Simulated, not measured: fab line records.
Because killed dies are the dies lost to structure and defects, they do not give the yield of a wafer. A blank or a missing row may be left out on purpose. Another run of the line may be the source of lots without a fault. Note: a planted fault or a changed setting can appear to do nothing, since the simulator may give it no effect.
fab line records	flow n5Finfet
record lots=5	wafers=15	lastDay=17
route steps=1938 shown BEOL_M5@1148 PASSIVATION@1936
lots with no fault: from the same line, run without faults
startH: the number of hours between the record's first day and the start of the first shown wafer of the lot	waitH: hours from the lot's prior step to this one	" as in the row above	L1.1+2: one row covering several wafers at once	- no value, or no start was given	* or withheld: withheld	< > ~ a bound
route shown NAME@n: NAME is a module with steps in the file, n the number in the route of the first one	usual: mean/standard deviation of fault-free wafers	same: alike in all rows	chamber/n: place in a boat	sites: per-site readings	_std_site: standard deviation across them	_edge_site: the outer-site mean with the inner-site mean subtracted	radiusMm: for every site, how far away it sits from the centre of the wafer	mask NAME#n: copy n	behind: tool/chamber where the wafer was last shaped	hold: why the lot went on hold/how many hours it stayed there/how the hold came to an end	device: whichever transistor did not switch (one of n, p or np)	end of line: the same wafers' tests at the end of the route	for a step that has no rows: nothing shown but its recipe	killed: dies that structure and defects cost at the first sort, which is not the same as the wafer's yield	map: shows each die of a wafer: x if killed, . if not, _ if none is there
set.NAME: the setting the step ran with; set.NAME@STEP: the setting that earlier step ran with	model.NAME: the simulator's own value behind a step, which no gauge read
lots seen at some steps along the route; tables by step, rows by wafer
services: when a tool's chamber went out of use (startH, in hours from the record's first day, below 0 if earlier), for how many hours, and the reason
## steps
# step N5_BEOL_M5_CD_MEAS_28
# recipe targetCdNm=30.6	landingEnergyEv=500	detector=seInlens	targetCdYNm=20	polarity=opening
# usual cdNm=30.51/0.29
lot.wafer	tool	chamber	startH	waitH	cdNm
L196.2	cdSem-03	0	167.99	-	30.22
L196.3	"	0	"	"	30.28
L196.4	"	0	"	"	30.20
L198.1	cdSem-01	0	187.26	-	30.63
L198.2	"	0	"	"	31.16
L198.6	"	0	"	"	30.97
L208.2	cdSem-02	0	263.02	-	30.48
L208.5	"	0	"	"	30.37
L208.6	"	0	"	"	30.54
L216.1	cdSem-01	0	315.84	-	30.48
L216.2	"	0	"	"	30.89
L216.6	"	0	"	"	31.14
L219.2	cdSem-02	0	325.32	-	30.62
L219.4	"	0	"	"	30.77
L219.5	"	0	"	"	30.45
# step N5_BEOL_M5_OVL_MEAS_29
# recipe pointsPerWafer=522
# usual V4_OVL=-0.2/0.72
lot.wafer	tool	chamber	startH	waitH	V4_OVL[nm]
L196.2	overlay-02	0	168.03	0.0	-0.6
L196.3	"	0	"	"	-1.0
L196.4	"	0	"	"	0.2
L198.1	overlay-02	0	187.29	0.0	0.0
L198.2	"	0	"	"	-0.2
L198.6	"	0	"	"	-0.9
L208.2	overlay-02	0	263.05	0.0	-1.0
L208.5	"	0	"	"	0.0
L208.6	"	0	"	"	-1.4
L216.1	overlay-01	0	315.87	0.0	-0.1
L216.2	"	0	"	"	-0.1
L216.6	"	0	"	"	0.2
L219.2	overlay-01	0	325.35	0.0	0.0
L219.4	"	0	"	"	-0.7
L219.5	"	0	"	"	-0.7
# step N5_BEOL_M5_INSPECT_30
# recipe mode=adi	inspectInstrument=brightfield
# usual rawDefectCount=397/85
lot.wafer	tool	chamber	startH	waitH	rawDefectCount
L196.2	defectInspect-01	-	168.08	0.0	439
L196.3	"	-	"	"	339
L196.4	"	-	"	"	343
L198.1	defectInspect-01	-	187.35	0.1	463
L198.2	"	-	"	"	613
L198.6	"	-	"	"	552
L208.2	defectInspect-01	-	263.10	0.0	580
L208.5	"	-	"	"	432
L208.6	"	-	"	"	431
L216.1	defectInspect-01	-	315.93	0.1	429
L216.2	"	-	"	"	429
L216.6	"	-	"	"	302
L219.2	defectInspect-01	-	325.40	0.0	384
L219.4	"	-	"	"	313
L219.5	"	-	"	"	365
# step N5_BEOL_M5_DESCUM_33
# recipe chemistry=O2	timeS=7	sourcePowerW=50	biasPowerW=20	pressureMtorr=20	rfFrequencyHz=2.712e+07	tempC=40	resist=CAR-EUV	o2FlowSccm=225
# usual biasPowerW=20.00/0.06	drypumpMotorCurrentA=5.5/0.39	o2FlowSccm=225.0/0.8	oesProductAu=0.79/0.089	rfVppV=243.4/1.4	showerheadPlenumPTorr=2.11/0.07	throttleValvePct=20.54/0.22
lot.wafer	tool	chamber	startH	waitH	biasPowerW	drypumpMotorCurrentA	o2FlowSccm	oesProductAu	rfHoursCounterH	rfVppV	showerheadPlenumPTorr	throttleValvePct
L196.2	rieDiel-02	1	168.11	0.0	20.03	6.0	225.1	0.72	198	242.1	2.11	20.77
L196.3	"	2	"	"	19.96	5.8	225.7	0.94	10	243.0	2.06	20.12
L196.4	"	3	"	"	20.03	5.7	225.2	0.90	36	244.7	2.24	20.75
L198.1	rieDiel-02	2	187.87	0.5	20.00	5.8	224.7	0.94	17	241.9	2.06	20.14
L198.2	"	3	"	"	20.12	5.7	223.8	0.88	41	245.1	2.24	20.77
L198.6	"	1	"	"	19.94	6.0	224.8	0.72	-	244.1	2.10	20.78
L208.2	rieDiel-02	2	263.27	0.2	20.00	5.8	226.1	0.88	38	242.4	2.05	20.19
L208.5	"	1	"	"	19.94	6.0	224.5	0.70	-	242.2	2.10	20.79
L208.6	"	0	"	"	19.96	4.8	223.8	1.00	-	242.5	2.07	20.45
L216.1	rieDiel-06	0	315.97	0.0	19.80	5.6	225.5	0.71	194	244.1	2.16	20.52
L216.2	"	2	"	"	20.00	6.1	225.1	0.74	167	242.8	2.09	20.52
L216.6	"	1	"	"	20.12	5.4	225.6	0.80	-	242.6	2.02	20.66
L219.2	rieDiel-06	1	325.44	0.0	19.96	5.4	224.9	0.80	104	241.8	2.02	20.69
L219.4	"	0	"	"	20.01	5.6	223.9	0.71	196	244.6	2.16	20.53
L219.5	"	3	"	"	19.96	5.2	224.4	0.82	-	243.7	2.19	20.11
# step N5_BEOL_M5_ETCH_75
# recipe chemistry=N2/H2	target=underlayer	targetDepthA=65	maskMaterial=CAR-EUV	timeS=5.2	ionEnergyEv=200	pressureMtorr=30	sourceW=840	biasW=150	n2FlowSccm=200	h2FlowSccm=200	ends=cleared
# usual biasW=150.0/0.45	drypumpMotorCurrentA=5.5/0.39	etchRfOnTimeS=5.19/0.14	oesProductAu=0.68/0.079	rfVppV=524.1/2.8	showerheadPlenumPTorr=2.55/0.094	throttleValvePct=17.95/0.24
lot.wafer	tool	chamber	startH	waitH	biasW	drypumpMotorCurrentA	etchRfOnTimeS	oesProductAu	rfHoursCounterH	rfVppV	showerheadPlenumPTorr	throttleValvePct
L196.2	rieDiel-02	1	168.15	0.0	149.1	6.0	5.23	0.61	198	523.8	2.50	17.89
L196.3	"	2	"	"	149.6	5.8	5.10	0.82	10	523.6	2.48	17.38
L196.4	"	3	"	"	149.7	5.7	5.12	0.78	36	527.8	2.71	18.25
L198.1	rieDiel-02	2	187.90	0.0	150.0	5.8	5.07	0.81	17	523.7	2.48	17.42
L198.2	"	3	"	"	150.0	5.7	5.20	0.75	41	528.0	2.71	18.25
L198.6	"	1	"	"	149.8	6.0	5.26	0.59	-	521.6	2.50	17.92
L208.2	rieDiel-02	2	263.31	0.0	150.4	5.8	5.11	0.76	38	525.5	2.47	17.45
L208.5	"	1	"	"	150.2	6.0	5.19	0.59	-	524.6	2.49	17.97
L208.6	"	0	"	"	149.6	4.8	5.02	0.84	-	522.2	2.52	17.93
L216.1	rieDiel-06	0	316.00	0.0	150.1	5.6	5.11	0.61	194	525.5	2.65	18.14
L216.2	"	2	"	"	149.7	6.1	5.11	0.63	167	524.5	2.54	18.01
L216.6	"	1	"	"	149.4	5.4	4.97	0.70	-	524.4	2.45	18.11
L219.2	rieDiel-06	1	325.47	0.0	150.3	5.4	5.03	0.69	104	518.6	2.45	18.11
L219.4	"	0	"	"	149.9	5.6	5.12	0.61	196	528.1	2.65	18.13
L219.5	"	3	"	"	149.9	5.2	5.27	0.68	-	528.2	2.70	17.77
# step N5_BEOL_M5_ETCH_67
# recipe chemistry=CF4	target=SiARC	targetDepthA=156	maskMaterial=CAR-EUV	timeS=26	ionEnergyEv=80	pressureMtorr=40	sourceW=545	biasW=36	Ar_flow_sccm=100	cf4FlowSccm=100	ends=cleared
# usual biasW=36.01/0.11	drypumpMotorCurrentA=5.5/0.39	etchRfOnTimeS=25.9/0.78	oesProductAu=0.68/0.078	rfVppV=184.2/1.1	showerheadPlenumPTorr=2.15/0.064	throttleValvePct=15.67/0.22
lot.wafer	tool	chamber	startH	waitH	biasW	drypumpMotorCurrentA	etchRfOnTimeS	oesProductAu	rfHoursCounterH	rfVppV	showerheadPlenumPTorr	throttleValvePct
L196.2	rieDiel-02	1	168.17	0.0	35.99	6.0	26.0	0.60	198	182.5	2.13	15.81
L196.3	"	2	"	"	35.98	5.8	25.0	0.83	10	184.7	2.10	15.18
L196.4	"	3	"	"	35.89	5.7	25.3	0.77	36	183.9	2.26	15.72
L198.1	rieDiel-02	2	187.92	0.0	35.90	5.8	24.9	0.82	17	182.9	2.10	15.18
L198.2	"	3	"	"	35.94	5.7	25.7	0.76	41	185.9	2.25	15.73
L198.6	"	1	"	"	35.93	6.0	25.9	0.61	-	182.2	2.13	15.81
L208.2	rieDiel-02	2	263.32	0.0	35.89	5.8	25.5	0.77	38	184.5	2.09	15.22
L208.5	"	1	"	"	36.11	5.9	26.1	0.59	-	183.3	2.12	15.87
L208.6	"	0	"	"	36.05	4.8	25.0	0.84	-	183.3	2.13	15.57
L216.1	rieDiel-06	0	316.02	0.0	35.98	5.6	25.4	0.61	194	184.8	2.21	15.72
L216.2	"	2	"	"	35.93	6.1	25.5	0.64	167	185.4	2.13	15.65
L216.6	"	1	"	"	35.92	5.4	25.1	0.70	-	183.7	2.08	15.86
L219.2	rieDiel-06	1	325.49	0.0	35.92	5.4	24.9	0.70	104	183.8	2.08	15.85
L219.4	"	0	"	"	36.03	5.6	25.3	0.61	196	185.2	2.21	15.75
L219.5	"	3	"	"	36.11	5.2	26.6	0.69	-	185.7	2.25	15.38
# step N5_BEOL_M5_ETCH_68
# recipe chemistry=N2/H2	target=SOC	targetDepthA=800	overetchA=160	maskMaterial=SiARC	tempC=40	timeS=120	ionEnergyEv=200	pressureMtorr=30	sourceW=840	biasW=150	n2FlowSccm=200	h2FlowSccm=200
# usual biasW=150.0/0.46	drypumpMotorCurrentA=5.5/0.38	oesProductAu=0.61/0.067	rfVppV=524.1/2.5	showerheadPlenumPTorr=2.55/0.094	throttleValvePct=17.91/0.24
lot.wafer	tool	chamber	startH	waitH	biasW	drypumpMotorCurrentA	oesProductAu	rfHoursCounterH	rfVppV	showerheadPlenumPTorr	throttleValvePct
L196.2	rieDiel-02	1	168.19	0.0	149.9	6.0	0.55	198	523.7	2.50	17.86
L196.3	"	2	"	"	149.4	5.8	0.73	10	523.0	2.48	17.35
L196.4	"	3	"	"	149.7	5.7	0.69	36	528.6	2.71	18.19
L198.1	rieDiel-02	2	187.95	0.0	149.7	5.8	0.71	17	523.0	2.48	17.37
L198.2	"	3	"	"	150.0	5.7	0.68	41	527.4	2.71	18.20
L198.6	"	1	"	"	150.0	6.0	0.54	-	522.6	2.50	17.89
L208.2	rieDiel-02	2	263.35	0.0	150.1	5.8	0.68	38	520.2	2.47	17.41
L208.5	"	1	"	"	149.9	5.9	0.52	-	523.0	2.49	17.93
L208.6	"	0	"	"	149.7	4.8	0.74	-	523.3	2.52	17.89
L216.1	rieDiel-06	0	316.05	0.0	150.6	5.6	0.55	194	526.7	2.65	18.08
L216.2	"	2	"	"	149.1	6.1	0.57	167	524.2	2.54	17.94
L216.6	"	1	"	"	150.3	5.4	0.61	-	522.1	2.45	18.03
L219.2	rieDiel-06	1	325.52	0.0	149.9	5.4	0.60	104	521.9	2.45	18.04
L219.4	"	0	"	"	149.7	5.6	0.55	196	526.6	2.65	18.08
L219.5	"	3	"	"	149.6	5.2	0.62	-	528.2	2.70	17.72
# step N5_BEOL_M5_STRIP_69
# recipe chemistry=N2/H2	tempC=40	n2FlowSccm=200	h2FlowSccm=200	rfFrequencyHz=6e+07
# step N5_BEOL_M5_STRIP_76
# recipe chemistry=N2/H2	tempC=40	n2FlowSccm=200	h2FlowSccm=200	rfFrequencyHz=6e+07
# step N5_BEOL_M5_VIA_ETCH_34
# recipe chemistry=C4F6/O2	target=SiCOH_lowk	targetDepthA=883	maskMaterial=SOC	taperDeg=4	timeS=39.2	ionEnergyEv=250	pressureMtorr=30	sourceW=345	biasW=185	Ar_flow_sccm=300	C4F6_flow_sccm=10	O2_flow_sccm=10
# usual O2_flow_sccm=10.00/0.031	biasW=184.9/0.53	drypumpMotorCurrentA=5.5/0.39	oesProductAu=0.79/0.092	rfVppV=676/19	showerheadPlenumPTorr=2.86/0.084	throttleValvePct=20.94/0.2
lot.wafer	tool	chamber	startH	waitH	O2_flow_sccm	biasW	drypumpMotorCurrentA	oesProductAu	rfHoursCounterH	rfVppV	showerheadPlenumPTorr	throttleValvePct
L196.2	rieDiel-02	1	168.30	0.0	10.02	185.2	6.0	0.72	198	712	2.81	20.94
L196.3	"	2	"	"	9.99	184.9	5.8	0.96	10	657	2.82	20.61
L196.4	"	3	"	"	9.99	184.6	5.7	0.91	36	666	2.98	20.92
L198.1	rieDiel-02	2	188.05	0.0	10.02	185.5	5.8	0.94	17	656	2.81	20.63
L198.2	"	3	"	"	10.01	185.1	5.7	0.88	41	667	2.98	20.93
L198.6	"	1	"	"	10.01	184.2	6.0	0.71	-	713	2.81	20.93
L208.2	rieDiel-02	2	263.45	0.0	9.96	184.4	5.8	0.90	38	654	2.80	20.66
L208.5	"	1	"	"	9.98	184.9	6.0	0.70	-	711	2.80	20.98
L208.6	"	0	"	"	10.04	185.3	4.8	1.00	-	680	2.84	21.04
L216.1	rieDiel-06	0	316.15	0.0	9.92	184.8	5.6	0.72	194	658	2.96	21.07
L216.2	"	2	"	"	10.01	186.0	6.1	0.74	167	675	2.80	20.71
L216.6	"	1	"	"	9.99	184.9	5.4	0.81	-	673	2.77	21.22
L219.2	rieDiel-06	1	325.62	0.0	10.01	184.6	5.5	0.81	104	672	2.77	21.21
L219.4	"	0	"	"	9.96	184.6	5.6	0.72	196	656	2.96	21.07
L219.5	"	3	"	"	10.00	185.5	5.2	0.82	-	703	3.00	20.69
# step N5_BEOL_M5_STRIP_85
# recipe chemistry=C4F6/O2	resist=SiARC	rfFrequencyHz=6e+07
# step N5_BEOL_M5_STRIP_36
# recipe chemistry=N2/H2	powerW=450	tempC=40	pressureMtorr=20	rfFrequencyHz=6e+07	overashFraction=0.3	biasPowerW=7	h2Frac=0.5	n2FlowSccm=200	h2FlowSccm=200
# step N5_BEOL_M5_TRENCH_ETCH_37
# recipe chemistry=C4F6/O2	targetDepthA=716.52	target=SiCOH_lowk	timeS=24.7	ionEnergyEv=250	pressureMtorr=30	sourceW=345	biasW=185	Ar_flow_sccm=300	C4F6_flow_sccm=10	O2_flow_sccm=10
# usual O2_flow_sccm=10.00/0.032	biasW=185.0/0.56	drypumpMotorCurrentA=5.5/0.39	oesProductAu=0.79/0.091	rfVppV=676/19	showerheadPlenumPTorr=2.86/0.084	throttleValvePct=20.98/0.2
lot.wafer	tool	chamber	startH	waitH	O2_flow_sccm	biasW	drypumpMotorCurrentA	oesProductAu	rfHoursCounterH	rfVppV	showerheadPlenumPTorr	throttleValvePct
L196.2	rieDiel-02	1	168.38	-	10.02	184.5	6.0	0.72	198	712	2.81	20.99
L196.3	"	2	"	"	10.01	183.6	5.8	0.95	10	655	2.82	20.66
L196.4	"	3	"	"	9.99	185.0	5.7	0.91	36	665	2.98	20.94
L198.1	rieDiel-02	2	188.14	-	10.02	184.8	5.8	0.93	17	656	2.81	20.66
L198.2	"	3	"	"	9.94	184.4	5.7	0.89	41	665	2.98	20.97
L198.6	"	1	"	"	9.98	183.5	6.0	0.71	-	712	2.81	20.98
L208.2	rieDiel-02	2	263.54	-	9.95	185.3	5.8	0.88	38	656	2.80	20.68
L208.5	"	1	"	"	10.02	194.0	6.0	0.70	-	738	2.80	21.02
L208.6	"	0	"	"	10.01	185.1	4.8	1.00	-	680	2.84	21.10
L216.1	rieDiel-06	0	316.23	-	10.01	184.8	5.6	0.71	194	657	2.96	21.11
L216.2	"	2	"	"	9.99	184.1	6.1	0.73	167	677	2.80	20.76
L216.6	"	1	"	"	10.00	185.0	5.4	0.79	-	671	2.77	21.24
L219.2	rieDiel-06	1	325.70	-	10.01	184.5	5.4	0.81	104	670	2.77	21.25
L219.4	"	0	"	"	10.05	186.0	5.6	0.72	196	657	2.96	21.13
L219.5	"	3	"	"	10.07	184.5	5.2	0.82	-	702	3.00	20.70
# step N5_BEOL_M5_ETCH_41
# recipe chemistry=CH3F/O2	target=SiCN	targetDepthA=315	taperDeg=2	timeS=56.7	ionEnergyEv=120	maskMaterial=TiN	pressureMtorr=30	sourceW=395	biasW=75	Ar_flow_sccm=150	CH3F_flow_sccm=30	O2_flow_sccm=20
# step N5_PASSIVATION_PROBE_49
# usual defectLimitedYield=91.0/1.4	killed_at_M0_to_M3=35/10	killed_at_M4_up=14/5.5	killedAtContacts=13/5.6	killedAtFrontEnd=41/11	killedAtOther=4/3.4	killedDies=106/16	killedOpen=68/12	killedShort=35/7.3	sort_bin_4_leakage=0.3/2.1	sort_bin_5_function=5.3/0.89	sort_bin_6_memory=3.4/0.67	sort_bin_8_speed=0.01/0.11	sortNPass=1070/28	sortYieldPct=90.7/2.4
# same grossDies=1180	killedAtBackSide=0
lot.wafer	tool	chamber	startH	waitH	defectLimitedYield[%]	killed_at_M0_to_M3	killed_at_M4_up	killedAtContacts	killedAtFrontEnd	killedAtOther	killedDies	killedOpen	killedShort	sort_bin_4_leakage[%]	sort_bin_5_function[%]	sort_bin_6_memory[%]	sort_bin_8_speed[%]	sortNPass	sortYieldPct[%]
L198.1	prober-01	-	303.40	0.0	89.4	46	9	13	56	1	125	89	29	0	6.7	3.1	0	1055	89.4
L198.2	prober-01	-	303.45	0.1	92.2	30	11	18	32	1	92	61	25	0.1	4.2	3.0	0	1087	92.1
L198.6	prober-01	-	303.65	0.3	90.1	37	9	28	43	0	117	81	32	0	6.2	3.3	0	1063	90.1
# killed by level:class
L198.1 BEOL_M3:geometricParticle:open=17 STI_FIN_REVEAL:geometricParticle:open=16 BEOL_M2:geometricParticle:open=13 MOL_CONTACT_COAG:geometricParticle:open=9 DUMMY_GATE:geometricParticle:open=8 GATE_CUT:geometricParticle:short=8 HKMG_FIN:areaEtch=7 BEOL_M0_SAQP:geometricParticle:open=5
L198.2 MOL_CONTACT_COAG:geometricParticle:open=14 BEOL_M3:geometricParticle:open=8 STI_FIN_REVEAL:geometricParticle:open=6 DUMMY_GATE:geometricParticle:open=5 BEOL_M0_SAQP:geometricParticle:open=5 BEOL_M2:geometricParticle:open=5 GATE_CUT:geometricParticle:short=4 MOL_CONTACT_COAG:geometricParticle:short=4
L198.6 MOL_CONTACT_COAG:geometricParticle:open=25 STI_FIN_REVEAL:geometricParticle:open=13 BEOL_M2:geometricParticle:open=10 BEOL_M2:geometricParticle:short=6 FIN_SAQP:geometricParticle:open=5 FIN_SAQP:geometricParticle:short=5 BEOL_M3:geometricParticle:open=5 BEOL_M0_SAQP:geometricParticle:open=5
## services
tool	chamber	startH	hours	kind
rieDiel-06	3	176.37	19.3	repair
rieDiel-02	0	234.65	-	clean
rieDiel-02	0	234.65	-	consumableReplace:focusRing
rieDiel-02	0	234.65	19.3	scheduledDown
rieDiel-02	0	234.65	19.3	ventCycle
rieDiel-06	2	299.45	8.1	repair
## key
firstSign step=N5_BEOL_M5_TRENCH_ETCH_37	reading=biasW	direction=up	sigmas=16	usual=*	struck=*
effect none on later readings
metAt N5_BEOL_M5_TRENCH_ETCH_37
struckWafers L208.5
onsetBetween 188.14 263.54
fault kind=processParameterDrift	tool=rieDiel-02	chamber=1	onsetH=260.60	steps=N5_BEOL_M5_TRENCH_ETCH_37	channel=biasW	offset=*	shape=step	endH=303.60	actsIn=*	stated=*
